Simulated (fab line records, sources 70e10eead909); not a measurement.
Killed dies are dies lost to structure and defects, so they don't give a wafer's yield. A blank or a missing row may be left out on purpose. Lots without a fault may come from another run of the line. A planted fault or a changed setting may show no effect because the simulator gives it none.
A struck lot beside a sound one | flow nand_harc | 15 steps out of a route of 1302
Sound: wafers L255.1, L255.3, L255.4. Struck: wafer L265.5. (L265.1 of the same lot was not struck and is left out.) The cause comes at the end.
At each step with rows: each side's tool, then ch and its chambers, then its first start. Under that, the readings that differ: sound wafers | struck wafers | difference of the means | sigmas: that difference in standard deviations of wafers without a fault.
alike: readings whose means differ by less than 2 such deviations, and words and numbers that are the same on both sides. not compared: withheld readings, readings that some wafer has no value for, bounds like >300 that may hide the same value, and numbers for which the record gives no deviation and whose values overlap.
The two part at a step that has a row with sigmas, a row that says differs or no value, or rows on one side only. Numbers that don't overlap but have no deviation are shown without sigmas and don't part them. A reading that every wafer of one side lacks parts them only if that side has two wafers or more.

first, 8 steps without rows for these wafers: NHARC_P_GATE_DEHYDRATE_18 (time 120 s); NHARC_P_GATE_HMDS_19 (time 30 s); NHARC_P_GATE_COAT_20 (resist thk 90 nm); NHARC_P_GATE_SOFTBAKE_21 (time 55 s); NHARC_P_GATE_EBR_22; NHARC_P_GATE_EXPOSE_23 (exposes mask P GATE, target cd 120 nm); NHARC_P_GATE_PEB_24 (peb time 65 s); NHARC_P_GATE_DEVELOP_25 (develop time 35 s).
NHARC_P_GATE_CD_MEAS_26: target cd 120 nm.
  sound on cd_sem-02 ch 0, day 7 07:57; struck on cd_sem-01 ch 0, day 11 01:20
  alike: cd_nm
NHARC_P_GATE_OVL_MEAS_27:
  sound on overlay-01, day 7 08:02; struck on overlay-02, day 11 01:25
  alike: overlay_x_nm, overlay_y_nm
NHARC_P_GATE_INSPECT_28:
  sound on defect_inspect-01, day 7 08:05; struck on defect_inspect-01, day 11 01:28
  alike: raw_defect_count
NHARC_P_GATE_DESCUM_31: chemistry O2, time 3 s.
  sound on rie_diel-12 ch 0,1,2, day 7 08:08; struck on rie_diel-07 ch 0, day 11 01:32
  alike: drypump_motor_current_A, mfc_ar_sccm, oes_product_au, rf_vpp_V, showerhead_plenum_p_Torr, throttle_valve_pct
  not compared: rf_hours_counter_h
NHARC_P_GATE_ETCH_104: etches the open film in CF4/CHF3, target depth 60 nm.
  sound on rie_diel-12 ch 0,1,3, day 7 08:14; struck on rie_diel-07 ch 3, day 11 01:37
  reading               | sound             | struck | difference | sigmas
  mfc_ar_sccm (sccm)    | 0.015 0 0.006     | 0.026  | +0.019     | +2
  oes_product_au (a.u.) | 0.926 0.920 0.948 | 0.640  | -0.291     | -13
  alike: drypump_motor_current_A, rf_vpp_V, showerhead_plenum_p_Torr, throttle_valve_pct
  not compared: model.P_GATE.cd_nm
NHARC_P_GATE_HM_OPEN_105: chemistry O2/COS, target depth 360 nm.
  sound on rie_diel-12 ch 0,2,3; struck on rie_diel-07 ch 2
  reading               | sound             | struck | difference | sigmas
  oes_product_au (a.u.) | 1.009 0.999 1.003 | 1.027  | +0.023     | +2
  alike: drypump_motor_current_A, mfc_ar_sccm, rf_vpp_V, showerhead_plenum_p_Torr, throttle_valve_pct
  not compared: rf_hours_counter_h
-- the record jumps here: 19 days lie between the struck wafers' starts before and after (it left off in module P_GATE and takes up again in module END, whose first step shown is number 1302 of the route) --
NHARC_END_SORT_01:
  the record has rows for the struck wafers here (prober-02 ch 0, day 30 07:45) and none for the sound ones

WHERE THEY PART
First at NHARC_P_GATE_ETCH_104; last, within this record, at NHARC_END_SORT_01.

WHY: what the simulator had put in
Process parameter drift: rie_diel-07, from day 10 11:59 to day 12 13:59, at NHARC_P_GATE_ETCH_104. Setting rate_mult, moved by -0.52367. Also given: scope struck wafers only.
